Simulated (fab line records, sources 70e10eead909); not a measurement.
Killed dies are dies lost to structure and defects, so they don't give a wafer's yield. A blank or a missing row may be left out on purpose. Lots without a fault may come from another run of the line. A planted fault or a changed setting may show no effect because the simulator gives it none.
fab line records | flow nand_harc
record lots=11 wafers=33 last_day=34
route steps=1302 shown A_STAIRCASE@809 END@1302
lots that met no fault: from a run of the same line without faults
start_h: hours from the record's first day to the start of the lot's first wafer shown | wait_h: hours since the lot's step before | " the same as in the row above | L1.1+2: a row that stands for several wafers | - no value, or no start given | * or withheld: withheld | < > ~ a bound
route shown NAME@n: a module of which the file shows steps, and the number in the route of the first | usual: mean/standard deviation of fault-free wafers | same: alike in all rows | chamber/n: place in a boat | sites: the reading at each site | _std_site: their standard deviation | _edge_site: outer sites' mean less inner sites' | radius_mm: how far each site lies from the wafer's centre | mask NAME#n: copy n | behind: the tool/chamber that last shaped the wafer | hold: why the lot was held/for how many hours/how that ended | device: the transistor (n, p or np) that didn't switch | end of line: the same wafers' tests at the end of the route | a step without rows: its recipe alone | killed: dies lost to structure and defects at the first sort, not the wafer's yield | map: a wafer's dies, x killed, . not, _ none there
set.NAME: the setting as run; set.NAME@STEP: as run at that earlier step | model.NAME: the simulator's own value behind a step, which no gauge read
steps of the route over a sample of lots; a table a step, a row a wafer
services: from which hour (start_h, from the record's first day; less than 0 if before it) a tool's chamber was out of use, for how many hours, and why
## steps
# step NHARC_A_STAIRCASE_HM_OPEN_460
# recipe o2_flow_sccm=400 cos_flow_sccm=20 ar_flow_sccm=0 rf_w=500 bias_w=300 chemistry=O2/COS
# usual chamber_pressure_mTorr=20.002/0.019 drypump_motor_current_A=5.7/0.57 mfc_ar_sccm=0.0012/0.002 oes_product_au=1.001/0.0089 rf_vpp_V=467/3.3 showerhead_plenum_p_Torr=3.10/0.15 throttle_valve_pct=28.330/0.0092
# columns lot.wafer tool chamber start_h wait_h chamber_pressure_mTorr drypump_motor_current_A mfc_ar_sccm oes_product_au rf_hours_counter_h rf_vpp_V showerhead_plenum_p_Torr throttle_valve_pct
L507.3 rie_diel-12 3 - - 19.989 5.7 0.0023 1.003 34 469 3.22 28.353
L507.2 " 0 " " 20.022 4.9 0 0.994 36 465 2.94 28.329
L507.4 " 3 " " 20.014 5.7 0.0023 1.004 - 469 3.22 28.339
L509.2 rie_diel-12 1 - - 20.003 6.6 0 1.023 43 466 3.09 28.335
L509.3 " 3 " " 19.996 5.7 0.0023 1.009 39 469 3.22 28.318
L509.5 " 1 " " 20.050 6.6 0 1.012 - 469 3.09 28.331
L510.4 rie_diel-02 0 - - 20.009 5.8 0.0037 0.988 8 471 3.34 28.339
L510.3 " 2 " " 20.032 6.5 0 0.991 5 464 3.07 28.321
L510.5 " 3 " " 19.998 6.0 0 1.004 - 464 3.02 28.348
L514.2 rie_diel-02 2 - - 20.011 6.5 0 0.996 15 466 3.06 28.335
L514.1 " 0 " " 20.019 5.8 0.0037 0.991 13 471 3.34 28.327
L514.5 " 1 " " 20.021 5.0 0 0.979 - 472 3.36 28.336
L523.1 rie_diel-13 3 - - 20.007 5.4 0.0062 0.998 3 471 3.21 28.315
L523.4 " 1 " " 19.989 6.3 0 1.011 3 463 2.91 28.320
L523.5 " 3 " " 20.018 5.4 0.0062 0.997 - 468 3.21 28.334
L524.1 rie_diel-02 1 - - 19.987 5.0 0 0.995 45 473 3.35 28.339
L524.3 " 2 " " 19.999 6.6 0 1.005 47 465 3.05 28.324
L524.5 " 0 " " 20.000 5.8 0.0037 1.002 - 473 3.32 28.338
L525.3 rie_diel-13 1 - - 20.008 6.3 0 1.007 5 463 2.90 28.324
L525.1 " 2 " " 20.006 5.3 0 0.998 6 464 2.96 28.342
L525.5 " 1 " " 20.016 6.3 0 1.012 - 463 2.90 28.345
L526.3 rie_diel-12 3 - - 20.001 5.8 0.0023 0.984 39 470 3.19 28.335
L526.4 " 1 " " 19.990 6.5 0 1.005 35 466 3.06 28.314
L526.5 " 3 " " 20.002 5.7 0.0023 0.988 - 469 3.19 28.325
L529.3 rie_diel-13 3 - - 20.022 5.4 0.0062 1.009 15 467 3.21 28.322
L529.1 " 2 " " 20.009 5.3 0 0.999 17 464 2.95 28.337
L529.6 " 3 " " 20.017 5.4 0.0062 1.008 - 471 3.21 28.335
L527.2 rie_diel-12 0 - - 19.981 4.9 0 1.005 47 462 2.90 28.317
L527.4 " 1 " " 19.966 6.5 0 1.015 43 467 3.06 28.324
L527.3 " 3 " " 20.015 5.8 0.0023 0.996 46 469 3.18 28.325
L530.4 rie_diel-12 3 - - 20.020 5.7 0.0023 0.996 55 469 3.18 28.343
L530.3 " 0 " " 20.029 4.9 0 0.999 55 462 2.90 28.334
L530.5 " 3 " " 20.009 5.7 0.0023 0.992 - 468 3.18 28.319
# step NHARC_A_STAIRCASE_ETCH_452
# recipe target_depth_a=300 overetch_a=30 time_s=16.5 ion_energy_ev=100 cf4_flow_sccm=80 o2_flow_sccm=20 ar_flow_sccm=0 rf_w=300 bias_w=100 chemistry=CF4/O2
# usual chamber_pressure_mTorr=29.998/0.025 drypump_motor_current_A=5.7/0.57 mfc_ar_sccm=0.0012/0.002 oes_product_au=1.001/0.0088 rf_vpp_V=197.7/1.6 showerhead_plenum_p_Torr=1.32/0.069 throttle_valve_pct=13.398/0.0093
# columns lot.wafer tool chamber start_h wait_h chamber_pressure_mTorr drypump_motor_current_A mfc_ar_sccm oes_product_au rf_hours_counter_h rf_vpp_V showerhead_plenum_p_Torr throttle_valve_pct
L507.2 rie_diel-12 1 - - 29.988 6.5 0 1.008 36 197.4 1.32 13.396
L507.4 " 2 " " 30.002 5.1 0 0.997 32 196.9 1.24 13.400
L507.3 " 3 " " 30.029 5.7 0.0023 0.996 35 199.3 1.38 13.391
L509.2 rie_diel-12 1 - - 29.993 6.5 0 1.020 43 197.4 1.32 13.393
L509.3 " 0 " " 29.986 4.8 0 0.994 43 195.6 1.25 13.408
L509.5 " 1 " " 30.002 6.5 0 1.023 - 197.2 1.32 13.413
L510.4 rie_diel-02 0 - - 30.003 5.8 0.0037 1.000 8 200.8 1.43 13.389
L510.3 " 2 " " 30.003 6.5 0 0.999 5 197.0 1.31 13.406
L510.5 " 3 " " 29.963 5.9 0 1.012 - 198.2 1.29 13.409
L514.1 rie_diel-02 2 - - 29.965 6.5 0 0.998 15 198.0 1.31 13.398
L514.2 " 1 " " 29.972 5.0 0 0.992 19 200.1 1.44 13.385
L514.5 " 2 " " 29.995 6.5 0 1.007 - 198.4 1.31 13.379
L523.4 rie_diel-13 2 - - 29.997 5.2 0 0.986 2 196.5 1.26 13.408
L523.1 " 1 " " 29.975 6.3 0 1.001 3 196.9 1.24 13.407
L523.5 " 2 " " 29.945 5.3 0 0.995 - 196.0 1.26 13.390
L524.3 rie_diel-02 0 - - 30.029 5.8 0.0037 0.996 48 199.4 1.42 13.411
L524.1 " 3 " " 29.991 5.9 0 0.987 44 196.6 1.28 13.388
L524.5 " 1 " " 29.990 5.0 0 0.996 - 200.5 1.44 13.395
L525.3 rie_diel-13 3 - - 29.999 5.4 0.0062 1.002 8 197.9 1.37 13.399
L525.1 " 0 " " 30.051 6.3 0.0019 0.993 7 197.9 1.32 13.382
L525.5 " 3 " " 29.987 5.4 0.0062 1.000 - 198.0 1.37 13.391
L526.3 rie_diel-12 3 - - 29.994 5.7 0.0023 0.985 39 199.0 1.36 13.401
L526.4 " 0 " " 30.014 4.8 0 1.002 39 196.2 1.24 13.399
L526.5 " 2 " " 29.965 5.1 0 1.011 - 200.1 1.44 13.399
L529.3 rie_diel-13 2 - - 29.989 5.3 0 1.000 17 197.3 1.26 13.395
L529.1 " 1 " " 30.014 6.3 0 1.014 16 196.1 1.24 13.409
L529.6 " 3 " " 29.988 5.4 0.0062 1.005 - 198.1 1.37 13.384
L527.4 rie_diel-12 0 - - 30.001 4.9 0 0.996 47 196.2 1.24 13.397
L527.3 " 1 " " 29.963 6.5 0 0.996 43 196.7 1.31 13.394
L527.2 " 2 " " 29.956 5.1 0 0.988 44 199.4 1.44 13.387
L530.4 rie_diel-12 0 - - 29.973 4.9 0 1.010 56 194.7 1.24 13.393
L530.3 " 3 " " 29.992 5.7 0.0023 0.993 56 197.8 1.36 13.406
L530.5 " 0 " " 29.951 4.9 0 1.009 - 196.0 1.24 13.400
# step NHARC_A_STAIRCASE_HM_OPEN_463
# recipe o2_flow_sccm=400 cos_flow_sccm=20 ar_flow_sccm=0 rf_w=500 bias_w=300 chemistry=O2/COS
# usual chamber_pressure_mTorr=20.002/0.019 drypump_motor_current_A=5.7/0.56 mfc_ar_sccm=0.0011/0.0018 oes_product_au=1.002/0.0087 rf_vpp_V=467/3.5 showerhead_plenum_p_Torr=3.11/0.16 throttle_valve_pct=28.331/0.01
# columns lot.wafer tool chamber start_h wait_h chamber_pressure_mTorr drypump_motor_current_A mfc_ar_sccm oes_product_au rf_hours_counter_h rf_vpp_V showerhead_plenum_p_Torr throttle_valve_pct
L507.4 rie_diel-13 2 - - 20.006 5.3 0 1.019 7 465 2.98 28.315
L507.2 " 3 " " 20.033 5.4 0.0062 1.009 13 471 3.23 28.334
L507.3 " 0 " " 20.017 6.2 0.0019 1.007 13 466 3.10 28.334
L509.3 rie_diel-02 0 - - 20.025 5.8 0.0037 0.996 0 471 3.34 28.318
L509.2 " 2 " " 19.994 6.6 0 1.004 1 466 3.07 28.343
L509.5 " 0 " " 20.002 5.8 0.0037 0.997 - 471 3.34 28.342
L510.3 rie_diel-12 2 - - 19.992 5.1 0 1.018 48 463 2.89 28.307
L510.4 " 3 " " 20.005 5.7 0.0023 0.999 51 469 3.21 28.328
L510.5 " 2 " " 20.006 5.1 0 1.006 - 462 2.89 28.332
L514.1 rie_diel-13 1 - - 19.989 6.3 0 0.999 29 462 2.92 28.317
L514.2 " 2 " " 20.003 5.3 0 1.001 27 465 2.97 28.346
L514.5 " 1 " " 19.987 6.3 0 0.996 - 462 2.92 28.325
L523.1 rie_diel-02 3 - - 20.009 5.9 0 0.988 45 465 3.00 28.334
L523.4 " 0 " " 20.032 5.8 0.0037 1.013 49 470 3.32 28.329
L523.5 " 0 " " 20.011 5.8 0.0037 1.011 - 472 3.32 28.326
L524.1 rie_diel-12 3 - - 20.021 5.7 0.0023 0.992 36 469 3.19 28.336
L524.3 " 0 " " 19.975 4.9 0 1.003 35 463 2.91 28.340
L524.5 " 1 " " 19.972 6.5 0 0.997 - 464 3.06 28.322
L525.3 rie_diel-12 1 - - 19.972 6.5 0 1.010 33 465 3.06 28.336
L525.1 " 2 " " 19.984 5.1 0 1.020 36 472 3.35 28.333
L525.5 " 0 " " 19.985 4.9 0 0.996 - 463 2.91 28.317
L526.3 rie_diel-12 0 - - 20.025 4.9 0 0.997 41 463 2.91 28.324
L526.4 " 2 " " 20.011 5.1 0 1.018 39 471 3.35 28.327
L526.5 " 3 " " 20.007 5.7 0.0023 0.998 - 468 3.19 28.345
L529.3 rie_diel-13 3 - - 20.010 5.4 0.0062 1.022 18 469 3.20 28.332
L529.1 " 0 " " 20.019 6.2 0.0019 0.991 16 466 3.08 28.326
L529.6 " 2 " " 19.988 5.3 0 1.008 - 463 2.95 28.331
L527.2 rie_diel-12 1 - - 19.997 6.5 0 1.002 45 465 3.06 28.335
L527.4 " 3 " " 20.021 5.7 0.0023 0.987 50 469 3.18 28.316
L527.3 " 0 " " 20.010 4.9 0 0.997 50 463 2.90 28.335
L530.4 rie_diel-02 0 - - 20.003 5.8 0.0037 0.993 10 470 3.31 28.321
L530.3 " 1 " " 19.988 5.0 0 1.002 12 472 3.34 28.325
L530.5 " 3 " " 19.988 5.9 0 0.998 - 465 2.99 28.328
# step NHARC_A_STAIRCASE_DEP_417
# recipe target_thk_a=600 step_coverage_pct=20 temp_c=400 target_thk_nm=60 flow_sccm=200 rf_w=450 material=Si3N4
# usual heater_power_outer_w=409/69 heater_power_w=704/130
# columns lot.wafer tool chamber start_h wait_h heater_power_outer_w heater_power_w
L507.2 pecvd-04 0 392.65 - 384 649
L507.3 " 1 " " 437 718
L507.4 " 2 " " 427 764
L509.3 pecvd-01 2 409.57 - 400 724
L509.2 " 0 " " 369 552
L509.5 " 2 " " 414 723
L510.3 pecvd-02 0 432.09 - 299 531
L510.5 " 1 " " 452 827
L510.4 " 0 " " 304 532
L514.2 pecvd-02 0 457.32 - 293 524
L514.1 " 2 " " 372 642
L514.5 " 0 " " 296 519
L523.1 pecvd-04 1 550.67 - - -
L523.5 " 2 " " - -
L523.4 " 0 " " - -
L524.1 pecvd-02 2 553.26 - - -
L524.3 " 1 " " - -
L524.5 " 2 " " - -
L525.3 pecvd-04 2 565.73 - 422 779
L525.1 " 1 " " 429 699
L525.5 " 0 " " 429 719
L526.3 pecvd-02 1 580.95 - 406 747
L526.4 " 0 " " 383 614
L526.5 " 2 " " 336 579
L529.3 pecvd-01 0 594.63 - 296 478
L529.1 " 2 " " 397 709
L529.6 " 2 " " 394 689
L527.2 pecvd-04 1 597.65 - 406 688
L527.3 " 1 " " 401 686
L527.4 " 2 " " 448 774
L530.3 pecvd-04 0 618.90 - 459 724
L530.4 " 1 " " 450 775
L530.5 " 2 " " 338 659
# step NHARC_END_SORT_01
# recipe temp_c=25
# usual killed_at_array=53/18 killed_at_other=1.0/1.2 killed_at_periphery=3.6/2.4 killed_dies=58/18 killed_open=3.4/1.8 killed_short=2.3/1.5
# same gross_dies=677
# columns lot.wafer tool chamber start_h wait_h hold killed_at_array killed_at_other killed_at_periphery killed_dies killed_open killed_short
L507.2 prober-02 0 572.36 2.8 - 23 0 3 26 2 2
L507.3 prober-02 0 573.18 3.1 - 26 1 5 32 8 1
L507.4 prober-02 0 573.99 3.4 - 20 0 6 26 1 2
L509.2 prober-01 0 580.23 2.8 - 72 0 4 76 6 1
L509.3 prober-01 0 581.03 3.1 - 100 1 2 103 8 3
L509.5 prober-01 0 582.64 3.7 - 68 0 0 68 2 3
L510.3 prober-01 0 613.54 3.1 - 35 0 4 39 6 1
L510.4 prober-01 0 614.33 3.4 - 29 1 4 34 4 1
L510.5 prober-01 0 615.13 3.7 - 32 0 4 36 8 1
L514.1 prober-02 0 633.87 2.5 - 41 1 4 46 3 2
L514.2 prober-02 0 634.68 2.8 - 48 0 5 53 5 2
L514.5 prober-02 0 637.10 3.7 - 39 0 5 44 2 3
L523.1 prober-01 0 732.92 2.5 await_dispo/4.9h/scrap 674 2 1 677 3 0
L523.4 prober-01 0 735.38 3.5 await_dispo/4.9h/scrap 671 2 4 677 4 2
L523.5 prober-01 0 736.20 3.8 await_dispo/4.9h/scrap 673 1 3 677 5 4
L524.1 prober-02 0 732.99 2.5 await_dispo/12.9h/scrap 675 0 2 677 5 1
L524.3 prober-02 0 734.59 3.1 await_dispo/12.9h/scrap 673 1 3 677 0 2
L524.5 prober-02 0 736.19 3.7 await_dispo/12.9h/scrap 675 1 1 677 2 0
L525.1 prober-02 0 740.79 2.5 - 62 0 6 68 5 2
L525.3 prober-02 0 742.40 3.1 - 66 0 2 68 2 5
L525.5 prober-02 0 744.01 3.7 - 85 0 2 87 4 4
L526.3 prober-01 0 765.30 3.1 - 44 0 1 45 2 2
L526.4 prober-01 0 766.09 3.4 - 53 0 3 56 4 2
L526.5 prober-01 0 766.88 3.6 - 50 0 3 53 3 1
L527.2 prober-02 0 765.80 2.8 - 41 0 1 42 3 0
L527.3 prober-02 0 766.59 3.1 - 54 1 1 56 5 1
L527.4 prober-02 0 767.38 3.4 - 51 2 2 55 7 1
L529.1 prober-01 0 771.47 2.5 - 57 0 3 60 2 3
L529.3 prober-01 0 773.09 3.1 - 42 0 4 46 3 5
L529.6 prober-01 0 775.53 4.1 - 33 0 3 36 4 0
L530.3 prober-01 0 804.48 3.1 - 47 0 3 50 1 1
L530.4 prober-01 0 805.27 3.4 - 64 0 0 64 3 1
L530.5 prober-01 0 806.07 3.7 - 57 0 5 62 7 1
# killed by level:class
L507.2 A_CHANNEL_HOLE_D2:chamber_film_flake=5 A_DECK1_JOINT:chamber_film_flake=4 A_STAIRCASE:chamber_film_flake=4 A_ZERO_WELL:chamber_film_flake=2 P_STI:chamber_film_flake=2 A_CONTACT:chamber_film_flake=2 A_BONDPAD:chamber_film_flake=2 P_M0:geometric_particle:open=1
L507.3 A_STAIRCASE:chamber_film_flake=6 A_CONTACT:chamber_film_flake=5 A_DECK1_JOINT:chamber_film_flake=3 A_CHANNEL_HOLE_D2:chamber_film_flake=3 A_ONON_D1:geometric_particle:open=2 A_CHANNEL_FILL_D1:geometric_particle:open=2 A_DECK1_JOINT:geometric_particle:open=2 A_CHANNEL_HOLE_D1:chamber_film_flake=2
L507.4 A_STAIRCASE:chamber_film_flake=6 A_CHANNEL_HOLE_D2:chamber_film_flake=5 A_ONON_D1:geometric_particle:short=2 P_STI:chamber_film_flake=2 A_ZERO_WELL:chamber_film_flake=2 A_CONTACT:chamber_film_flake=2 A_CONTACT:unspecified=2 P_M0:geometric_particle:open=1
L509.2 A_CHANNEL_HOLE_D2:chamber_film_flake=26 A_CHANNEL_HOLE_D1:chamber_film_flake=21 A_SLIT:chamber_film_flake=15 A_STAIRCASE:chamber_film_flake=4 P_ZERO_WELL:chamber_film_flake=2 P_M0:geometric_particle:open=1 P_M2:geometric_particle:open=1 A_CHANNEL_FILL_D1:geometric_particle:open=1
L509.3 A_CHANNEL_HOLE_D2:chamber_film_flake=40 A_CHANNEL_HOLE_D1:chamber_film_flake=32 A_SLIT:chamber_film_flake=13 A_CONTACT:chamber_film_flake=4 A_WL_FILL:geometric_particle:open=3 A_CHANNEL_HOLE_D2:geometric_particle:open=2 P_CONTACT:geometric_particle:short=1 A_ONON_D1:geometric_particle:open=1
L509.5 A_CHANNEL_HOLE_D2:chamber_film_flake=22 A_SLIT:chamber_film_flake=21 A_CHANNEL_HOLE_D1:chamber_film_flake=16 A_STAIRCASE:chamber_film_flake=2 A_CHANNEL_HOLE_D1:geometric_particle:open=1 A_CHANNEL_HOLE_D1:geometric_particle:short=1 A_CHANNEL_FILL_D1:geometric_particle:short=1 A_CONTACT:geometric_particle:open=1
L510.3 A_SLIT:chamber_film_flake=16 A_CONTACT:chamber_film_flake=5 A_CHANNEL_HOLE_D2:chamber_film_flake=4 A_STAIRCASE:chamber_film_flake=3 P_M0:geometric_particle:open=2 A_BLC:geometric_particle:open=2 P_CONTACT:geometric_particle:open=1 A_CHANNEL_FILL_D2:geometric_particle:short=1
L510.4 A_SLIT:chamber_film_flake=11 A_CHANNEL_HOLE_D2:chamber_film_flake=4 P_GATE:chamber_film_flake=2 A_STAIRCASE:chamber_film_flake=2 A_ZERO_WELL:chamber_film_flake=2 A_CHANNEL_FILL_D2:chamber_film_flake=2 A_WL_FILL:chamber_film_flake=2 P_CONTACT:geometric_particle:open=1
L510.5 A_SLIT:chamber_film_flake=13 A_CHANNEL_HOLE_D2:chamber_film_flake=5 A_CONTACT:chamber_film_flake=4 P_M0:geometric_particle:open=2 A_WL_FILL:geometric_particle:open=2 A_CHANNEL_HOLE_D1:chamber_film_flake=2 P_CONTACT:geometric_particle:open=1 A_ONON_D2:geometric_particle:open=1
L514.1 A_CHANNEL_HOLE_D2:chamber_film_flake=26 A_CHANNEL_HOLE_D1:chamber_film_flake=9 A_CONTACT:chamber_film_flake=2 P_M0:geometric_particle:open=1 A_SOURCE_PLATE:geometric_particle:short=1 A_CHANNEL_FILL_D2:geometric_particle:open=1 A_M0:geometric_particle:open=1 STARTING-WAFER:geometric_particle:short=1
L514.2 A_CHANNEL_HOLE_D2:chamber_film_flake=33 A_WL_FILL:chamber_film_flake=3 A_ONON_D2:geometric_particle:open=2 P_BONDPAD:chamber_film_flake=2 A_ZERO_WELL:chamber_film_flake=2 A_CHANNEL_HOLE_D1:chamber_film_flake=2 P_STI:geometric_particle:short=1 P_CONTACT:geometric_particle:short=1
L514.5 A_CHANNEL_HOLE_D2:chamber_film_flake=27 A_CONTACT:chamber_film_flake=7 P_BONDPAD:chamber_film_flake=2 P_CONTACT:geometric_particle:open=1 P_M1:geometric_particle:short=1 A_CHANNEL_HOLE_D1:geometric_particle:short=1 A_WL_FILL:geometric_particle:open=1 A_M0:geometric_particle:short=1
L523.1 A_STAIRCASE:area_dep=633 A_SLIT:chamber_film_flake=24 A_CHANNEL_HOLE_D1:chamber_film_flake=5 A_CHANNEL_FILL_D2:chamber_film_flake=4 A_STAIRCASE:chamber_film_flake=3 THIN_TSV:chamber_film_flake=2 A_CHANNEL_FILL_D1:geometric_particle:open=1 A_ONON_D2:geometric_particle:open=1
L524.1 A_STAIRCASE:area_dep=640 A_CHANNEL_HOLE_D2:chamber_film_flake=16 A_CHANNEL_HOLE_D1:chamber_film_flake=5 A_SLIT:chamber_film_flake=5 A_ONON_D2:geometric_particle:open=2 A_DECK1_JOINT:chamber_film_flake=2 A_STAIRCASE:chamber_film_flake=2 P_CONTACT:geometric_particle:open=1
L524.3 A_STAIRCASE:area_dep=639 A_CHANNEL_HOLE_D1:chamber_film_flake=11 A_CHANNEL_HOLE_D2:chamber_film_flake=10 A_SLIT:chamber_film_flake=5 A_STAIRCASE:chamber_film_flake=3 A_CONTACT:chamber_film_flake=3 P_CONTACT:geometric_particle:short=2 A_DECK1_JOINT:chamber_film_flake=2
L523.4 A_STAIRCASE:area_dep=635 A_SLIT:chamber_film_flake=15 A_CHANNEL_HOLE_D1:chamber_film_flake=5 A_CONTACT:chamber_film_flake=5 A_STAIRCASE:chamber_film_flake=4 A_DECK1_JOINT:chamber_film_flake=3 P_M0:geometric_particle:open=2 THIN_TSV:chamber_film_flake=2
L524.5 A_STAIRCASE:area_dep=648 A_CHANNEL_HOLE_D2:chamber_film_flake=9 A_CHANNEL_HOLE_D1:chamber_film_flake=5 A_DECK1_JOINT:chamber_film_flake=3 A_STAIRCASE:chamber_film_flake=3 A_SLIT:chamber_film_flake=3 A_CONTACT:chamber_film_flake=2 P_M1:geometric_particle:open=1
L523.5 A_STAIRCASE:area_dep=633 A_SLIT:chamber_film_flake=19 A_CHANNEL_HOLE_D1:chamber_film_flake=6 A_CHANNEL_FILL_D2:geometric_particle:short=2 A_CHANNEL_FILL_D1:chamber_film_flake=2 A_CHANNEL_FILL_D2:chamber_film_flake=2 A_CONTACT:chamber_film_flake=2 P_M0:geometric_particle:open=1
L525.1 A_SLIT:chamber_film_flake=25 A_CHANNEL_HOLE_D1:chamber_film_flake=21 A_STAIRCASE:chamber_film_flake=8 P_GATE:chamber_film_flake=3 P_GATE:geometric_particle:open=2 A_ONON_D1:geometric_particle:short=1 A_ONON_D2:geometric_particle:open=1 A_SGD_CUT:geometric_particle:short=1
L525.3 A_CHANNEL_HOLE_D1:chamber_film_flake=28 A_SLIT:chamber_film_flake=16 A_CONTACT:chamber_film_flake=7 A_STAIRCASE:chamber_film_flake=4 A_CHANNEL_FILL_D2:geometric_particle:short=2 A_CHANNEL_FILL_D2:chamber_film_flake=2 P_M2:geometric_particle:short=1 A_DECK1_JOINT:geometric_particle:open=1
L525.5 A_CHANNEL_HOLE_D1:chamber_film_flake=28 A_SLIT:chamber_film_flake=25 A_CONTACT:chamber_film_flake=12 A_STAIRCASE:chamber_film_flake=6 A_CHANNEL_FILL_D2:chamber_film_flake=2 P_GATE:geometric_particle:open=1 A_ONON_D1:geometric_particle:short=1 A_DECK1_JOINT:geometric_particle:open=1
L526.3 A_SLIT:chamber_film_flake=16 A_CHANNEL_HOLE_D2:chamber_film_flake=9 A_CHANNEL_HOLE_D1:chamber_film_flake=8 A_STAIRCASE:chamber_film_flake=6 A_WL_FILL:geometric_particle:short=2 A_ONON_D1:geometric_particle:open=1 A_WL_FILL:geometric_particle:open=1 P_GATE:chamber_film_flake=1
L527.2 A_CHANNEL_HOLE_D2:chamber_film_flake=16 A_CHANNEL_HOLE_D1:chamber_film_flake=11 A_SLIT:chamber_film_flake=5 A_DECK1_JOINT:geometric_particle:open=3 A_CONTACT:chamber_film_flake=3 A_BLC:chamber_film_flake=3 P_GATE:chamber_film_flake=1
L526.4 A_SLIT:chamber_film_flake=21 A_CHANNEL_HOLE_D1:chamber_film_flake=11 A_CHANNEL_HOLE_D2:chamber_film_flake=8 A_STAIRCASE:chamber_film_flake=4 A_CONTACT:chamber_film_flake=3 A_CONTACT:geometric_particle:open=2 P_CONTACT:geometric_particle:short=1 A_SGD_CUT:geometric_particle:short=1
L527.3 A_CHANNEL_HOLE_D2:chamber_film_flake=16 A_CHANNEL_HOLE_D1:chamber_film_flake=14 A_SLIT:chamber_film_flake=14 A_BLC:chamber_film_flake=5 P_GATE:geometric_particle:open=1 A_ONON_D1:geometric_particle:short=1 A_ONON_D1:geometric_particle:open=1 A_CHANNEL_FILL_D1:geometric_particle:open=1
L526.5 A_SLIT:chamber_film_flake=14 A_CHANNEL_HOLE_D2:chamber_film_flake=14 A_CHANNEL_HOLE_D1:chamber_film_flake=8 A_CONTACT:chamber_film_flake=6 P_ZERO_WELL:chamber_film_flake=3 A_STAIRCASE:chamber_film_flake=3 A_SOURCE_PLATE:geometric_particle:open=1 A_CHANNEL_FILL_D2:geometric_particle:short=1
L527.4 A_CHANNEL_HOLE_D1:chamber_film_flake=13 A_CHANNEL_HOLE_D2:chamber_film_flake=12 A_CONTACT:chamber_film_flake=6 A_SLIT:chamber_film_flake=5 A_ZERO_WELL:chamber_film_flake=4 A_STAIRCASE:chamber_film_flake=3 A_CHANNEL_FILL_D2:geometric_particle:open=2 THIN_TSV:chamber_film_flake=2
L529.1 A_SLIT:chamber_film_flake=21 A_CHANNEL_HOLE_D2:chamber_film_flake=18 A_CONTACT:chamber_film_flake=12 A_CHANNEL_HOLE_D1:chamber_film_flake=2 P_CONTACT:geometric_particle:short=1 P_M0:geometric_particle:open=1 P_M1:geometric_particle:open=1 A_CHANNEL_FILL_D2:geometric_particle:short=1
L529.3 A_SLIT:chamber_film_flake=14 A_CHANNEL_HOLE_D2:chamber_film_flake=12 A_CONTACT:chamber_film_flake=6 A_WL_FILL:geometric_particle:short=2 P_GATE:geometric_particle:open=1 P_CONTACT:geometric_particle:short=1 A_DECK1_JOINT:geometric_particle:short=1 A_ONON_D2:geometric_particle:open=1
L529.6 A_SLIT:chamber_film_flake=17 A_CHANNEL_HOLE_D2:chamber_film_flake=7 A_CONTACT:chamber_film_flake=3 P_CONTACT:geometric_particle:open=1 A_ONON_D1:geometric_particle:open=1 A_ONON_D2:geometric_particle:open=1 A_CHANNEL_FILL_D2:geometric_particle:open=1 P_GATE:chamber_film_flake=1
L530.3 A_SLIT:chamber_film_flake=17 A_CHANNEL_HOLE_D1:chamber_film_flake=12 A_CHANNEL_HOLE_D2:chamber_film_flake=11 A_STAIRCASE:chamber_film_flake=3 P_STI:chamber_film_flake=2 A_ONON_D2:geometric_particle:short=1 A_CONTACT:geometric_particle:open=1 P_ZERO_WELL:chamber_film_flake=1
L530.4 A_SLIT:chamber_film_flake=18 A_CHANNEL_HOLE_D1:chamber_film_flake=15 A_CHANNEL_HOLE_D2:chamber_film_flake=12 A_CONTACT:chamber_film_flake=5 A_BONDPAD:chamber_film_flake=4 A_STAIRCASE:chamber_film_flake=4 A_ONON_D1:geometric_particle:short=1 A_DECK1_JOINT:geometric_particle:open=1
L530.5 A_CHANNEL_HOLE_D1:chamber_film_flake=14 A_SLIT:chamber_film_flake=14 A_CHANNEL_HOLE_D2:chamber_film_flake=9 A_CONTACT:chamber_film_flake=8 A_BONDPAD:chamber_film_flake=3 P_M0:geometric_particle:open=2 P_CONTACT:geometric_particle:open=1 A_CHANNEL_FILL_D1:geometric_particle:open=1
## services
# columns tool chamber start_h hours kind
rie_diel-13 - 359.23 0.7 repair
rie_diel-13 2 366.09 6.4 repair
rie_diel-02 0 377.40 2.1 repair
rie_diel-12 2 378.86 2.6 repair
pecvd-02 1 386.20 9.0 repair
rie_diel-02 - 394.46 9.0 pm
pecvd-04 1 402.43 20.2 repair
pecvd-02 - 408.34 13.0 pm
rie_diel-13 - 423.11 5.7 repair
rie_diel-02 0 424.08 12.3 repair
rie_diel-02 3 434.93 28.6 repair
rie_diel-12 - 445.82 9.0 pm
pecvd-04 - 450.00 13.0 pm
rie_diel-12 1 469.74 9.5 repair
rie_diel-13 0 475.54 6.6 repair
pecvd-04 2 488.03 5.4 repair
rie_diel-13 3 499.83 6.7 repair
pecvd-02 - 505.33 0.4 repair
rie_diel-13 - 521.79 9.0 pm
rie_diel-02 2 547.77 7.8 repair
pecvd-02 - 589.50 13.0 pm
pecvd-04 0 592.27 8.6 repair
pecvd-02 2 609.37 2.5 repair
pecvd-02 1 612.37 20.8 repair
## key
first_sign step=NHARC_A_STAIRCASE_DEP_417 reading=tool_record direction=missing
effect step=NHARC_END_SORT_01 reading=killed_at_array direction=up sigmas=35 usual=53 struck=674
more_kills_born_at NHARC_A_STAIRCASE_DEP_417@pecvd-02=1927 NHARC_A_STAIRCASE_DEP_417@pecvd-04=1901
met_at NHARC_A_STAIRCASE_DEP_417
struck_lots L523,L524
later_rows_left_out L523.1,L523.4,L523.5,L524.1,L524.3,L524.5
tester_left_out L523,L524
not_acting_at NHARC_A_STAIRCASE_HM_OPEN_460,NHARC_A_STAIRCASE_ETCH_452,NHARC_A_STAIRCASE_HM_OPEN_463
onset_between 457.32 550.67
fault kind=skipped_step_whole tool=pecvd-02,pecvd-04 chamber=- onset_h=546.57 steps=NHARC_A_STAIRCASE_DEP_417 scope=struck_lots_only
# tester_left_out: of these lots the tester's yield and bins aren't shown, on N5 and GAA mostly nor the transistor test; their killed dies are dies lost to structure and defects alone, not to doping, threshold or leakage, so they don't give the yield
# later_rows_left_out: the simulator's readings of these wafers behind a module that went badly wrong aren't trusted and aren't shown, but for the sort
